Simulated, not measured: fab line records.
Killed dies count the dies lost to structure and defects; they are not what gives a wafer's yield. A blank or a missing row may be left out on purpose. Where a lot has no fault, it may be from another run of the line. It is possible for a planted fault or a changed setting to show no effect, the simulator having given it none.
8D (eight disciplines) problem report, filled in by code / flow nand_harc / the parts of the form that need people (team, actions taken, sign-off) are left out

== 1. THE PROBLEM ==
Mean of time_to_endpoint_s at NHARC_A_M0_CMP_23: 44.0 s across 2 wafers in 2 lots; on wafers with no fault it is 30.3 s (standard deviation 2.3). Measured from the usual mean, that is +6.0 standard deviations.
The step: polishes, t overpolish 20 s, target thk 113.75 nm.
First seen on wafer L768.3, day 25 12:02, on cmp-02. At this step, 36 wafers from 12 lots have a number in the record. Rule for "out", or "out of limits": more than 4 standard deviations from the usual mean. The rest of the wafers with a number are treated as sound.

== 2. WHAT THIS IS AND IS NOT ==
question=which readings at this step | is=time_to_endpoint_s | is not=motor_current_A, retaining_ring_pressure_frac
question=which lots | is=L768, L770 | is not=L761, L762, L763, L774, L775, L776, L777, L778, L779, L783
question=which wafers of those lots | is=L768.3, L770.3 | is not=L768.2, L768.4, L770.4, L770.6
question=read on which tools | is=cmp-02 | is not=cmp-01, cmp-04
question=when | is=from day 25 12:02 | is not=up to then (11 sound wafers); but 23 sound wafers of L770, L774, L775, L776, L777, L778, L779, L783 came after

== 3. WHAT RULES OUT EACH SUSPECT ==
Counting: a tool at a process step up to the reading stays a suspect if it ran every lot that is out. Sound lots after the first of them don't rule it out here, since some wafers of a struck lot are sound.
- rie_diel-01 at NHARC_A_BLC_STRIP_29 (strips in CF4): kept. Every lot that is out went through it, the first being L768 (day 25 06:58); the last sound lot it ran before that was L762 (day 22 16:18).
- pvd_sputter-03 at NHARC_A_M0_DEGAS_28 (time 60 s): kept. Every lot that is out went through it, the first being L768 (day 25 10:58); the last sound lot it ran before that was L761 (day 22 19:25).
- ecd_cu-02 at NHARC_A_M0_ECD_22 (material Cu, target thk 400 nm): kept. Every lot that is out went through it, the first being L768 (day 25 11:19); the last sound lot it ran before that was L763 (day 23 11:21).
- cmp-02 at NHARC_A_M0_CMP_23 (polishes, t overpolish 20 s, target thk 113.75 nm): kept. Every lot that is out went through it, the first being L768 (day 25 12:02); the last sound lot it ran before that was L762 (day 22 21:17). Its own readings are out on those wafers: time_to_endpoint_s.
Left after counting: rie_diel-01 at NHARC_A_BLC_STRIP_29, pvd_sputter-03 at NHARC_A_M0_DEGAS_28, ecd_cu-02 at NHARC_A_M0_ECD_22, cmp-02 at NHARC_A_M0_CMP_23.

== 4. THE CAUSE (what the simulator had put in) ==
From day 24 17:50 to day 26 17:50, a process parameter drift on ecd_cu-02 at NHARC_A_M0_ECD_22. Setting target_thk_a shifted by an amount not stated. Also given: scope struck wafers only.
After counting, 4 suspects remain, this tool included.

== 5. THE EFFECT CHAIN, in route order ==
Each row: a reading whose mean over the struck wafers that have a number lies more than 3 standard deviations from the usual. Scope: only readings with a usual standard deviation given in the record; hours: median across lots of the time from each lot's start at the first step in this table that gives one to its start at this step; sigmas: change in usual standard deviations.
hours=0; step=NHARC_A_M0_CMP_23; reading=time_to_endpoint_s; usual=30.3 s; on struck wafers=44.0; change=+13.7; sigmas=+6.0
Here are the process steps it includes:
- NHARC_A_M0_CMP_23: polishes, t overpolish 20 s, target thk 113.75 nm.
Later measuring or inspecting steps at which every struck wafer that the step has a row for has a number for every such reading, and none has moved that far: NHARC_A_M0_THK_MEAS_24.

== 6. WHAT WOULD HAVE CAUGHT IT SOONER ==
First out-of-limits reading in this record: day 25 12:02, which is 18 hours after fault onset at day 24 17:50.
L770, from the lots that are out (2), started NHARC_A_M0_ECD_22 on ecd_cu-02 later than day 25 12:02. Putting the tool on hold at that point would have spared it.
